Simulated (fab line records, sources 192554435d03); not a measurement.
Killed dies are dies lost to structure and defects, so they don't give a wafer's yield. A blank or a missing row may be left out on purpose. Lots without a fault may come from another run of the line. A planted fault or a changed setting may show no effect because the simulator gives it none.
Which tool did it? | flow n5_finfet | 10 lots, 30 wafers sampled, at 5 steps of a route of 1938

WHAT THE GAUGES READ, wafer by wafer
N5_BEOL_M4_RC_MEAS_101. Usual: DIBL_N 36.2 mV/V, standard deviation 1.7; DIBL_P 36.2 mV/V, standard deviation 2.2; IOFF_N 0.16 nA/um, standard deviation 0.035; IOFF_P 0.21 nA/um, standard deviation 0.042; IOFF_P_85C 3.6 nA/um, standard deviation 0.61; IOFF_P_LIN 0.099 nA/um, standard deviation 0.016; IOFF_P_LONG 0.000106 nA/um, standard deviation 8.7e-06; ION_N 673 uA/um, standard deviation 13; ION_P 462 uA/um, standard deviation 7.9; SS_N 71.4 mV/dec, standard deviation 0.59; SS_P 73.2 mV/dec, standard deviation 0.7; VT_N 250 mV, standard deviation 3.6; VT_P -251 mV, standard deviation 3.5; VT_P_LONG -275.2 mV, standard deviation 2.8; VT_P_LVT -99 mV, standard deviation 3.6.
lot  | measured     | on        | DIBL_N (mV/V)  | DIBL_P (mV/V)  | IOFF_N (nA/um) | IOFF_P (nA/um) | IOFF_P_85C (nA/um) | IOFF_P_LIN (nA/um) | IOFF_P_LONG (nA/um)        | ION_N (uA/um) | ION_P (uA/um) | SS_N (mV/dec)  | SS_P (mV/dec)  | VT_N (mV)   | VT_P (mV)      | VT_P_LONG (mV)       | VT_P_LVT (mV)  | flag
L526 | day 7 14:49  | prober-01 | 39.5 37.5 34.2 | 39.9 36.7 33.5 | 0.20 0.17 0.11 | 0.24 0.20 0.15 | 4.1 3.6 2.8        | 0.107 0.094 0.076  | 9.8e-05 9.7e-05 9.6e-05    | 672 681 642   | 458 461 443   | 72.9 71.9 71.0 | 74.6 74.5 72.4 | 248 253 256 | -248 -251 -256 | -275.7 -277.2 -274.2 | -101 -103 -106 |
L528 | day 8 05:29  | prober-01 | 33.7 35.4 35.9 | 35.2 37.1 37.6 | 0.14 0.16 0.18 | 0.21 0.23 0.23 | 3.6 4.0 4.0        | 0.104 0.112 0.111  | 0.000109 0.000112 0.00011  | 667 674 682   | 469 473 473   | 70.5 71.1 71.9 | 72.9 73.2 74.0 | 252 250 248 | -250 -248 -250 | -273.8 -274.4 -274.7 | -97 -96 -96    |
L529 | day 8 07:13  | prober-02 | 36.6 39.1 39.0 | 37.7 41.7 41.1 | 0.20 0.27 0.27 | 0.26 0.34 0.34 | 4.4 5.5 5.6        | 0.117 0.143 0.145  | 0.000118 0.000122 0.000121 | 688 713 696   | 468 482 476   | 72.1 71.7 72.7 | 73.4 74.9 74.9 | 243 240 240 | -246 -244 -243 | -271.8 -269.9 -270.4 | -95 -90 -90    |
L530 | day 8 10:10  | prober-02 | 35.5 34.1 36.4 | 34.9 33.8 35.9 | 0.14 0.12 0.17 | 0.19 0.18 0.21 | 3.4 3.2 3.7        | 0.097 0.093 0.104  | 0.000115 0.000117 0.000114 | 667 673 689   | 464 467 467   | 70.9 70.8 71.2 | 73.4 72.8 72.6 | 251 250 247 | -251 -254 -250 | -273.9 -270.5 -273.2 | -98 -98 -96    |
L532 | day 9 04:19  | prober-01 | 35.6 34.7 38.1 | 38.0 36.0 39.9 | 0.17 0.14 0.20 | 0.21 0.18 0.23 | 3.6 3.3 4.0        | 0.095 0.087 0.103  | 9.9e-05 9.9e-05 9.6e-05    | 681 662 681   | 456 454 458   | 71.0 71.7 71.8 | 72.9 73.0 74.0 | 252 250 249 | -250 -253 -251 | -277.2 -278.2 -278.0 | -100 -101 -99  |
L534 | day 10 02:51 | prober-01 | 35.0 37.7 35.9 | 34.7 37.1 35.6 | 0.13 0.17 0.14 | 0.21 0.25 0.24 | 3.6 4.1 4.0        | 0.104 0.117 0.117  | 0.000112 0.000119 0.000116 | 654 668 655   | 466 464 464   | 71.3 71.3 70.4 | 72.4 73.0 72.9 | 254 250 252 | -251 -247 -247 | -270.9 -272.7 -270.4 | -99 -97 -97    |
L536 | day 10 21:37 | prober-01 | 36.3 38.6 37.6 | 36.0 38.3 36.5 | 0.15 0.20 0.17 | 0.20 0.24 0.21 | 3.4 4.0 3.5        | 0.094 0.108 0.098  | 9.3e-05 9.2e-05 9.5e-05    | 673 670 671   | 459 456 462   | 71.0 71.4 72.3 | 73.7 74.2 73.1 | 253 248 248 | -253 -251 -250 | -277.4 -279.7 -277.4 | -103 -100 -103 |
L537 | day 11 00:17 | prober-01 | 33.6 35.7 33.9 | 32.4 35.6 32.6 | 0.11 0.14 0.11 | 0.16 0.21 0.17 | 2.9 3.7 3.0        | 0.080 0.098 0.082  | 0.000101 0.000104 0.000103 | 655 661 666   | 450 459 455   | 70.5 70.5 70.8 | 71.7 73.2 73.0 | 251 249 255 | -253 -251 -253 | -274.8 -275.5 -273.5 | -102 -99 -103  |
L538 | day 11 04:16 | prober-02 | 35.3 37.7 37.8 | 33.1 36.2 37.7 | 0.12 0.16 0.16 | 0.44 0.52 0.59 | 7.0 8.0 8.9        | 0.228 0.253 0.276  | 0.000261 0.000258 0.000254 | 662 686 677   | 509 511 518   | 70.2 71.1 72.0 | 72.3 73.4 72.8 | 255 249 250 | -226 -225 -223 | -245.4 -244.2 -246.0 | -75 -73 -71    | OFF
L541 | day 11 10:55 | prober-02 | 36.0 33.5 37.8 | 35.3 32.5 37.0 | 0.17 0.12 0.20 | 0.59 0.49 0.71 | 8.5 7.3 9.9        | 0.286 0.250 0.324  | 0.000311 0.00032 0.000313  | 684 668 684   | 519 516 517   | 71.8 70.9 71.9 | 73.4 72.6 73.9 | 251 255 247 | -222 -223 -218 | -240.5 -241.4 -240.0 | -68 -70 -66    | OFF

WHICH TOOL RAN EACH LOT (tool, then ch and the chambers of the sampled wafers, then the start)
lot  | N5_PMOS_HMC_CHANNEL_EPI_EPI_20 | N5_BEOL_M4_SPUTTER_81        | N5_BEOL_M4_SPUTTER_94        | N5_BEOL_M4_CMP_52
L526 | epi_rpcvd-04 ch 0, day 1 18:40 | pvd_sputter-01, day 7 12:12  | pvd_sputter-01, day 7 13:18  | cmp-04 ch 0,1,2, day 7 14:01
L528 | epi_rpcvd-02 ch 0, day 2 06:06 | pvd_sputter-03, day 8 02:46  | pvd_sputter-03, day 8 03:52  | cmp-02 ch 0,1,3, day 8 04:49
L529 | epi_rpcvd-02 ch 0, day 2 12:26 | pvd_sputter-01, day 8 04:45  | pvd_sputter-01, day 8 05:51  | cmp-04 ch 0,2,3, day 8 06:34
L530 | epi_rpcvd-03 ch 0, day 2 18:14 | pvd_sputter-01, day 8 07:45  | pvd_sputter-01, day 8 08:51  | cmp-01 ch 1,2,3, day 8 09:36
L532 | epi_rpcvd-02 ch 0, day 3 05:58 | pvd_sputter-03, day 9 01:54  | pvd_sputter-03, day 9 03:00  | cmp-04 ch 0,2,3, day 9 03:43
L534 | epi_rpcvd-03 ch 0, day 3 19:20 | pvd_sputter-02, day 10 00:24 | pvd_sputter-02, day 10 01:30 | cmp-04 ch 0,1,2, day 10 02:13
L536 | epi_rpcvd-02 ch 0, day 4 05:59 | pvd_sputter-03, day 10 19:11 | pvd_sputter-03, day 10 20:17 | cmp-02 ch 1,2,3, day 10 21:02
L537 | epi_rpcvd-02 ch 0, day 4 11:55 | pvd_sputter-03, day 10 21:43 | pvd_sputter-03, day 10 22:49 | cmp-02 ch 0,1,2, day 10 23:34
L538 | epi_rpcvd-02 ch 0, day 4 18:38 | pvd_sputter-02, day 11 01:41 | pvd_sputter-02, day 11 02:47 | cmp-04 ch 0,1,3, day 11 03:31
L541 | epi_rpcvd-02 ch 0, day 5 12:08 | pvd_sputter-03, day 11 08:29 | pvd_sputter-03, day 11 09:35 | cmp-01 ch 1,2, day 11 10:20
- N5_PMOS_HMC_CHANNEL_EPI_EPI_20: deposits SiGe30, target thk 59 nm.
- N5_BEOL_M4_SPUTTER_81: material Cu, target thk 4.5 nm, time 8.29 s.
- N5_BEOL_M4_SPUTTER_94: material Cu, target thk 4.5 nm, time 8.29 s.
- N5_BEOL_M4_CMP_52: polishes, stops on SiOC, t overpolish 6.8 s, target thk 40 nm.

WHAT THE TOOLS THEMSELVES READ (means of the sampled wafers that have a number; where no wafer has one, the mark that the record gives instead)
N5_BEOL_M4_SPUTTER_81. Usual: throttle_valve_pct 30.1 %, standard deviation 1.3.
lot  | tool           | throttle_valve_pct (%) | flag
L526 | pvd_sputter-01 | 30.0                   |
L528 | pvd_sputter-03 | 29.7                   |
L529 | pvd_sputter-01 | 30.0                   |
L530 | pvd_sputter-01 | 30.8                   |
L532 | pvd_sputter-03 | 30.8                   |
L534 | pvd_sputter-02 | 29.7                   |
L536 | pvd_sputter-03 | 28.7                   |
L537 | pvd_sputter-03 | 30.4                   |
L538 | pvd_sputter-02 | 29.8                   |
L541 | pvd_sputter-03 | 30.2                   |

N5_BEOL_M4_SPUTTER_94. Usual: throttle_valve_pct 30.1 %, standard deviation 1.3.
lot  | tool           | throttle_valve_pct (%) | flag
L526 | pvd_sputter-01 | 30.0                   |
L528 | pvd_sputter-03 | 29.7                   |
L529 | pvd_sputter-01 | 30.1                   |
L530 | pvd_sputter-01 | 30.8                   |
L532 | pvd_sputter-03 | 30.6                   |
L534 | pvd_sputter-02 | 29.7                   |
L536 | pvd_sputter-03 | 28.7                   |
L537 | pvd_sputter-03 | 30.3                   |
L538 | pvd_sputter-02 | 29.7                   |
L541 | pvd_sputter-03 | 30.2                   |

N5_BEOL_M4_CMP_52. Usual: barrier_field_endpoint_s 24.4 s, standard deviation 0.69; edge_zone_pressure_frac 0.999, standard deviation 0.0048; motor_current_A 5.8 A, standard deviation 0.47; overpolish_run_s 6.801 s, standard deviation 0.0083; time_to_endpoint_s 62 s, standard deviation 3.9.
lot  | tool   | barrier_field_endpoint_s (s) | edge_zone_pressure_frac | motor_current_A (A) | overpolish_run_s (s) | time_to_endpoint_s (s) | flag
L526 | cmp-04 | 24.8                         | 0.998                   | 6.2                 | 6.803                | 64                     |
L528 | cmp-02 | 24.5                         | 1.001                   | 5.8                 | 6.802                | 63                     |
L529 | cmp-04 | 24.1                         | 0.997                   | 5.7                 | 6.807                | 59                     |
L530 | cmp-01 | 24.4                         | 1.003                   | 5.9                 | 6.796                | 62                     |
L532 | cmp-04 | 23.2                         | 1.000                   | 5.7                 | 6.795                | 59                     |
L534 | cmp-04 | 24.1                         | 1.004                   | 5.9                 | 6.799                | 57                     |
L536 | cmp-02 | 24.6                         | 1.000                   | 5.8                 | 6.806                | 68                     |
L537 | cmp-02 | 25.2                         | 0.995                   | 5.5                 | 6.804                | 66                     |
L538 | cmp-04 | 24.3                         | 1.000                   | 6.1                 | 6.793                | 62                     |
L541 | cmp-01 | 25.2                         | 0.993                   | 5.7                 | 6.801                | 64                     |

THE ANSWER, worked out from the rows above alone
Rule: a lot is off if the mean of its wafers that have a number lies more than 3 standard deviations from the usual mean. A lot without any number at a reading at which 4 lots or more have one is off too. The other lots that the step has rows for count as sound. The gauges are gone through in route order, then the tools' own readings, and for those a lot's mean is taken as printed above. The first step at which some lot is off is used, and at that step the reading that is off furthest; a lot without a number counts as furthest.
Off: L538, L541, at N5_BEOL_M4_RC_MEAS_101 (IOFF_P_LONG).
A tool fits if, at a process step before that reading, it ran every lot that is off, and no sound lot after the first of them. The gauges at N5_BEOL_M4_RC_MEAS_101 are tried like those tools. Can't be told from this: 2 tools fit, epi_rpcvd-02 at N5_PMOS_HMC_CHANNEL_EPI_EPI_20, prober-02 at N5_BEOL_M4_RC_MEAS_101.

WHAT THE SIMULATOR HAD PUT IN
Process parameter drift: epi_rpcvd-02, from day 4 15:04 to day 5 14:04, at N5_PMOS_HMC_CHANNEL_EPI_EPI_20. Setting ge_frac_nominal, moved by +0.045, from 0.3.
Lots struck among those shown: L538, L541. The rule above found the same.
